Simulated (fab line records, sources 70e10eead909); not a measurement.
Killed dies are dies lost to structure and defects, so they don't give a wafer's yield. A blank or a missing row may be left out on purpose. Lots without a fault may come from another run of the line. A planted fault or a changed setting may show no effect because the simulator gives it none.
Which tool did it? | flow nand_harc | 11 lots, 33 wafers sampled, at 5 steps of a route of 1159

WHAT THE GAUGES READ, wafer by wafer
NHARC_END_SORT_01. Usual: defect_limited_yield 95.6 %, standard deviation 1.6; killed_at_array 26, standard deviation 10; killed_at_other 0.5, standard deviation 0.87; killed_at_periphery 3.0, standard deviation 2.5; killed_dies 29, standard deviation 11; killed_open 3.3, standard deviation 1.9; killed_short 1.8, standard deviation 1.5; sort_bin_2_pct 1.3 %, standard deviation 0.63; sort_bin_3_pct 0.25 %, standard deviation 0.22; sort_bin_4_pct 2.8 %, standard deviation 1.1; sort_n_pass 648, standard deviation 11; sort_rim_yield_pct 96.5 %, standard deviation 2.6; sort_yield_pct 95.6 %, standard deviation 1.6.
lot  | measured     | on        | defect_limited_yield (%) | killed_at_array | killed_at_other | killed_at_periphery | killed_dies | killed_open | killed_short | sort_bin_2_pct (%) | sort_bin_3_pct (%) | sort_bin_4_pct (%) | sort_n_pass | sort_rim_yield_pct (%) | sort_yield_pct (%) | flag
L606 | day 22 07:30 | prober-02 | 93.1 91.6 91.6           | 40 47 30        | 0 0 0           | 7 10 27             | 47 57 57    | 2 3 2       | 2 1 0        | 2.5 3.4 2.5        | 0.15 0.15 0.59     | 4.3 4.9 5.3        | 630 620 620 | 93.4 96.2 94.3         | 93.1 91.6 91.6     | OFF
L612 | day 23 13:57 | prober-02 | 94.4 94.7 96.2           | 34 31 25        | 0 0 0           | 4 5 1               | 38 36 26    | 5 9 5       | 0 5 1        | 2.2 0.7 0.6        | 0.30 0 0.59        | 3.1 4.6 2.7        | 639 641 651 | 98.1 95.3 96.2         | 94.4 94.7 96.2     |

WHICH TOOL RAN EACH LOT (tool, then ch and the chambers of the sampled wafers, then the start)
lot  | NHARC_P_M1_PRE_CLEAN_30      | NHARC_A_BONDPAD_ETCH_34            | NHARC_A_BONDPAD_STRIP_15           | NHARC_A_BONDPAD_PVD_17
L594 | pvd_sputter-02, day 6 04:01  | rie_diel-06 ch 1,2,3, day 18 00:53 | rie_diel-06 ch 0,1,2, day 18 01:11 | pvd_sputter-01, no start
L596 | pvd_sputter-02, day 6 10:57  | rie_diel-11 ch 0,1,3, day 18 12:21 | rie_diel-02 ch 0,1,2, day 18 12:41 | pvd_sputter-01, no start
L601 | pvd_sputter-02, day 7 15:17  | rie_diel-11 ch 0,1, day 19 16:29   | rie_diel-02 ch 0,1, day 19 17:16   | pvd_sputter-03, no start
L602 | pvd_sputter-02, day 8 00:05  | rie_diel-06 ch 1,2, day 20 02:14   | rie_diel-06 ch 0,1,3, day 20 02:32 | pvd_sputter-02, no start
L603 | pvd_sputter-01, day 8 06:16  | rie_diel-06 ch 0,1,3, day 20 03:04 | rie_diel-06 ch 2,3, day 20 03:22   | pvd_sputter-02, no start
L606 | pvd_sputter-02, day 9 05:14  | rie_diel-06 ch 1,2,3, day 20 23:43 | rie_diel-06 ch 0,2,3, day 21 00:03 | pvd_sputter-01, day 22 07:30 or earlier
L611 | pvd_sputter-01, day 10 07:16 | rie_diel-06 ch 0,1,3, day 22 20:07 | rie_diel-02 ch 1,2,3, day 22 20:27 | pvd_sputter-03, no start
L612 | pvd_sputter-01, day 10 11:10 | rie_diel-06 ch 0,2,3, day 22 04:58 | rie_diel-06 ch 0,2,3, day 22 05:16 | pvd_sputter-02, day 23 13:57 or earlier
L614 | pvd_sputter-03, day 11 00:57 | rie_diel-06 ch 0,2,3, day 22 23:54 | rie_diel-06 ch 0,1,2, day 23 00:13 | pvd_sputter-02, no start
L615 | pvd_sputter-03, day 11 12:04 | rie_diel-11 ch 0,2,3, day 23 15:26 | rie_diel-06 ch 0,3, day 23 15:45   | pvd_sputter-03, no start
L616 | pvd_sputter-01, day 11 12:52 | rie_diel-06 ch 0,2,3, day 23 15:07 | rie_diel-06 ch 0,1,3, day 23 15:28 | pvd_sputter-01, no start
- NHARC_P_M1_PRE_CLEAN_30: time 30 s.
- NHARC_A_BONDPAD_ETCH_34: etches the open film in N2/H2, target depth 60 nm, overetch 18 nm, time 65.91 s.
- NHARC_A_BONDPAD_STRIP_15: strips in O2.
- NHARC_A_BONDPAD_PVD_17: deposits TaN, target thk 5 nm, time 8.06 s.

WHAT THE TOOLS THEMSELVES READ (means of the sampled wafers that have a number; where no wafer has one, the mark that the record gives instead)
NHARC_P_M1_PRE_CLEAN_30. Usual: heater_power_w 417 W, standard deviation 41; susceptor_temp_C 280.04 C, standard deviation 0.18.
lot  | tool           | heater_power_w (W) | susceptor_temp_C (C) | flag
L594 | pvd_sputter-02 | 451                | 280.06               |
L596 | pvd_sputter-02 | 451                | 280.05               |
L601 | pvd_sputter-02 | 420                | 279.95               |
L602 | pvd_sputter-02 | 424                | -                    | OFF
L603 | pvd_sputter-01 | 389                | 279.99               |
L606 | pvd_sputter-02 | 413                | 279.97               |
L611 | pvd_sputter-01 | 388                | 280.08               |
L612 | pvd_sputter-01 | 404                | 280.13               |
L614 | pvd_sputter-03 | 436                | 279.87               |
L615 | pvd_sputter-03 | 435                | 280.06               |
L616 | pvd_sputter-01 | 376                | 279.95               |

NHARC_A_BONDPAD_ETCH_34. Usual: drypump_motor_current_A 5.8 A, standard deviation 0.49; oes_product_au 1.002 a.u., standard deviation 0.0099; rf_vpp_V 429.6 V, standard deviation 2.9; showerhead_plenum_p_Torr 2.00 Torr, standard deviation 0.1; throttle_valve_pct 14.171 %, standard deviation 0.0093.
lot  | tool        | drypump_motor_current_A (A) | oes_product_au (a.u.) | rf_vpp_V (V) | showerhead_plenum_p_Torr (Torr) | throttle_valve_pct (%) | flag
L594 | rie_diel-06 | 5.9                         | 0.992                 | 429.1        | 1.96                            | 14.168                 |
L596 | rie_diel-11 | 6.0                         | 0.991                 | 428.9        | 2.00                            | 14.180                 |
L601 | rie_diel-11 | 6.3                         | 0.998                 | 431.1        | 2.05                            | 14.171                 |
L602 | rie_diel-06 | 5.6                         | 1.017                 | 426.8        | 1.91                            | 14.175                 |
L603 | rie_diel-06 | 5.8                         | 1.005                 | 430.8        | 2.06                            | 14.170                 |
L606 | rie_diel-06 | 5.9                         | 1.006                 | 428.2        | 1.96                            | 14.172                 |
L611 | rie_diel-06 | 5.9                         | 1.011                 | 432.0        | 2.06                            | 14.174                 |
L612 | rie_diel-06 | 6.0                         | 1.006                 | 431.2        | 2.04                            | 14.176                 |
L614 | rie_diel-06 | 6.0                         | 1.003                 | 429.8        | 2.04                            | 14.181                 |
L615 | rie_diel-11 | 5.7                         | 0.990                 | 428.2        | 1.93                            | 14.158                 |
L616 | rie_diel-06 | 6.0                         | 1.009                 | 430.2        | 2.04                            | 14.171                 |

NHARC_A_BONDPAD_STRIP_15. Usual: drypump_motor_current_A 5.6 A, standard deviation 0.52; oes_product_au 1.004 a.u., standard deviation 0.0099; rf_vpp_V 57.8 V, standard deviation 0.83; showerhead_plenum_p_Torr 3.51 Torr, standard deviation 0.16; throttle_valve_pct 17.037 %, standard deviation 0.01.
lot  | tool        | drypump_motor_current_A (A) | oes_product_au (a.u.) | rf_vpp_V (V) | showerhead_plenum_p_Torr (Torr) | throttle_valve_pct (%) | flag
L594 | rie_diel-06 | 5.5                         | 0.998                 | 57.7         | 3.49                            | 17.024                 |
L596 | rie_diel-02 | 5.2                         | 1.002                 | 57.1         | 3.52                            | 17.039                 |
L601 | rie_diel-02 | 5.1                         | 1.006                 | 58.5         | 3.52                            | 17.039                 |
L602 | rie_diel-06 | 5.8                         | 1.013                 | 58.0         | 3.56                            | 17.043                 |
L603 | rie_diel-06 | 6.3                         | 1.008                 | 57.1         | 3.44                            | 17.037                 |
L606 | rie_diel-06 | 6.0                         | 1.010                 | 58.1         | 3.53                            | 17.030                 |
L611 | rie_diel-02 | 5.5                         | 0.997                 | 56.9         | 3.45                            | 17.039                 |
L612 | rie_diel-06 | 6.0                         | 1.013                 | 58.0         | 3.53                            | 17.040                 |
L614 | rie_diel-06 | 5.6                         | 1.002                 | 57.1         | 3.49                            | 17.028                 |
L615 | rie_diel-06 | 5.9                         | 1.003                 | 57.1         | 3.69                            | 17.032                 |
L616 | rie_diel-06 | 5.8                         | 1.000                 | 57.7         | 3.56                            | 17.040                 |

NHARC_A_BONDPAD_PVD_17. Usual: cathode_dc_power_W 15000 W, standard deviation 2.6; throttle_valve_pct 30.1 %, standard deviation 1.2.
lot  | tool           | cathode_dc_power_W (W) | throttle_valve_pct (%) | flag
L594 | pvd_sputter-01 | 15002                  | 29.9                   |
L596 | pvd_sputter-01 | 14999                  | 29.4                   |
L601 | pvd_sputter-03 | 14998                  | 30.2                   |
L602 | pvd_sputter-02 | 14999                  | 30.7                   |
L603 | pvd_sputter-02 | 15001                  | 30.7                   |
L606 | pvd_sputter-01 | 15001                  | 29.6                   |
L611 | pvd_sputter-03 | 15000                  | 29.4                   |
L612 | pvd_sputter-02 | 15001                  | 30.3                   |
L614 | pvd_sputter-02 | 15001                  | 30.7                   |
L615 | pvd_sputter-03 | 15000                  | 29.1                   |
L616 | pvd_sputter-01 | 15000                  | 28.9                   |

THE ANSWER, worked out from the rows above alone
Rule: a lot is off if the mean of its wafers that have a number lies more than 3 standard deviations from the usual mean. A lot without any number at a reading at which 4 lots or more have one is off too. The other lots that the step has rows for count as sound. The gauges are gone through in route order, then the tools' own readings, and for those a lot's mean is taken as printed above. The first step at which some lot is off is used, and at that step the reading that is off furthest; a lot without a number counts as furthest.
Off: L606, at NHARC_END_SORT_01 (killed_at_periphery). Neither off nor sound, because the step has no rows for them: L594, L596, L601, L602, L603, L611, L614, L615, L616.
A tool fits if, at a process step before that reading, it ran every lot that is off, and no sound lot after the first of them. The gauges at NHARC_END_SORT_01 are tried like those tools. NHARC_A_BONDPAD_PVD_17 gives no start for some lots, so the hours and the order of its lots are those of NHARC_END_SORT_01. Can't be told from this: 2 tools fit, pvd_sputter-02 at NHARC_P_M1_PRE_CLEAN_30, pvd_sputter-01 at NHARC_A_BONDPAD_PVD_17.

WHAT THE SIMULATOR HAD PUT IN
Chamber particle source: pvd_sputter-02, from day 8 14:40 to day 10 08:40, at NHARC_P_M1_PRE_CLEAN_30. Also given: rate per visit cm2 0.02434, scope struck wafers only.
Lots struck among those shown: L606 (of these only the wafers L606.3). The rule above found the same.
